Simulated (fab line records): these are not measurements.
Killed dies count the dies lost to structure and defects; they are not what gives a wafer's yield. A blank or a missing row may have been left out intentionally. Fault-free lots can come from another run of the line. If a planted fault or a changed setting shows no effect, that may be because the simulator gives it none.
A struck lot beside a sound one :: flow nand harc :: 15 steps out of a route of 1302
Sound: wafers L157.2, L157.3, L157.6. Struck: wafer L162.4. (L162.3, L162.6 of the same lot were not struck and are left out.) The cause comes at the end.
Order at every step that has rows: each side's tool, ch and its chambers, its first start. Under that, the readings that differ: sound wafers :: struck wafers :: difference of the means :: sigmas: that difference in standard deviations of wafers without a fault.
alike: readings with means less than 2 such deviations apart, plus words and numbers identical on both sides. not compared: withheld readings, readings lacking a value on some wafer, bounds such as >300 that could conceal the same value, and numbers that have no deviation in the record and whose values overlap.
The two part at a step that has a row with sigmas, a row that says differs or no value, or rows on one side only. When numbers do not overlap yet have no deviation, they are printed without sigmas and do not part them. A reading that every wafer of one side lacks parts them only if that side has two wafers or more.

NHARC_A_CONTACT_ETCH_78: etches the open film in O2/COS, target depth 5300 nm, time 1378 s.
  sound: rie diel-07 ch 1,2,3; struck: rie diel-13 ch 1
  alike: drypump motor current A, o2 flow sccm, oes product au, rf vpp V, showerhead plenum p Torr, throttle valve pct
  not compared: rf hours counter h
then, 4 steps without rows for these wafers: NHARC_A_CONTACT_ETCH_124 (etches the open film in C4F8/O2/Ar, time 140 s, target depth 700 nm); NHARC_A_CONTACT_ETCH_125 (etches the open film in C4F8/O2/Ar, time 197 s, target depth 1918 nm); NHARC_A_CONTACT_ETCH_126 (etches the open film in C4F8/O2/Ar, time 197 s, target depth 1918 nm); NHARC_A_CONTACT_ETCH_127 (etches the open film in C4F8/O2/Ar, time 197 s, target depth 1918 nm).
NHARC_A_CONTACT_ETCH_128: etches the open film in C4F8/O2/Ar, time 197 s, target depth 1918 nm.
  sound on har cap etch-01 ch 0, day 23 01:55; struck on har cap etch-02 ch 0, day 25 07:16
  not compared: rf hours counter h
then, 2 steps without rows for these wafers: NHARC_A_CONTACT_ETCH_129 (etches the open film in C4F8/O2/Ar, time 197 s, target depth 1918 nm); NHARC_A_CONTACT_ETCH_130 (etches the open film in C4F8/O2/Ar, time 197 s, target depth 1918 nm).
NHARC_A_CONTACT_ETCH_131: etches the open film in C4F8/O2/Ar, time 197 s, target depth 1918 nm.
  sound on har cap etch-01 ch 0, day 23 02:26; struck on har cap etch-02 ch 0, day 25 07:47
  not compared: rf hours counter h
then, 1 step without rows for these wafers: NHARC_A_CONTACT_ETCH_132 (etches the open film in C4F8/O2/Ar, time 197 s, target depth 1924 nm).
NHARC_A_CONTACT_ETCH_133: etches the open film in C4F8/O2/Ar, time 374 s, target depth 1610 nm.
  sound on har cap etch-01 ch 0, day 23 02:47; struck on har cap etch-02 ch 0, day 25 08:14
  not compared: rf hours counter h
NHARC_A_CONTACT_ETCH_91: etches the open film in CH3F/O2, target depth 40 nm, time 85.7 s.
  sound on rie diel-13 ch 0,3, day 23 03:35; struck on rie diel-07 ch 2, day 25 08:53
  alike: drypump motor current A, o2 flow sccm, oes product au, rf vpp V, showerhead plenum p Torr, throttle valve pct
  not compared: rf hours counter h
NHARC_A_CONTACT_ETCH_97: etches the open film in C4F6/O2, target depth 20 nm, time 10 s.
  sound on rie diel-13 ch 0,2,3, day 23 03:44; struck on rie diel-07 ch 0, day 25 09:01
reading: drypump motor current A (A)
sound: 6.6 5.9 5.1
struck: 4.8
difference: -1.1
sigmas: -2

reading: oes product au (a.u.)
sound: 0.994 1.021 1.024
struck: 0.713
difference: -0.300
sigmas: -11

reading: showerhead plenum p Torr (Torr)
sound: 3.89 3.72 3.70
struck: 4.07
difference: +0.30
sigmas: +2

reading: throttle valve pct (%)
sound: 26.882 26.902 26.909
struck: 26.919
difference: +0.021
sigmas: +2
  alike: o2 flow sccm, rf vpp V
  not compared: rf hours counter h
NHARC_A_CONTACT_CD_MEAS_80:
  sound on cd sem-02 at day 23 03:49; struck on cd sem-03 at day 25 09:06
  alike: cd nm
-- the record jumps here: 2 days lie between the struck wafers' starts before and after (it left off in module A_CONTACT and takes up again in module END, whose first step shown is number 1302 of the route) --
NHARC_END_SORT_01:
  at this point the record logs the struck wafers (prober-01 ch 0, day 27 18:28) and has no rows for the sound ones

== WHERE THEY PART ==
At NHARC_A_CONTACT_ETCH_97 first; at NHARC_END_SORT_01 last (within this record only).

WHY: whatever the simulator had introduced
rie diel-07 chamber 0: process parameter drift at NHARC_A_CONTACT_ETCH_97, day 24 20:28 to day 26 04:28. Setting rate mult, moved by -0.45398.
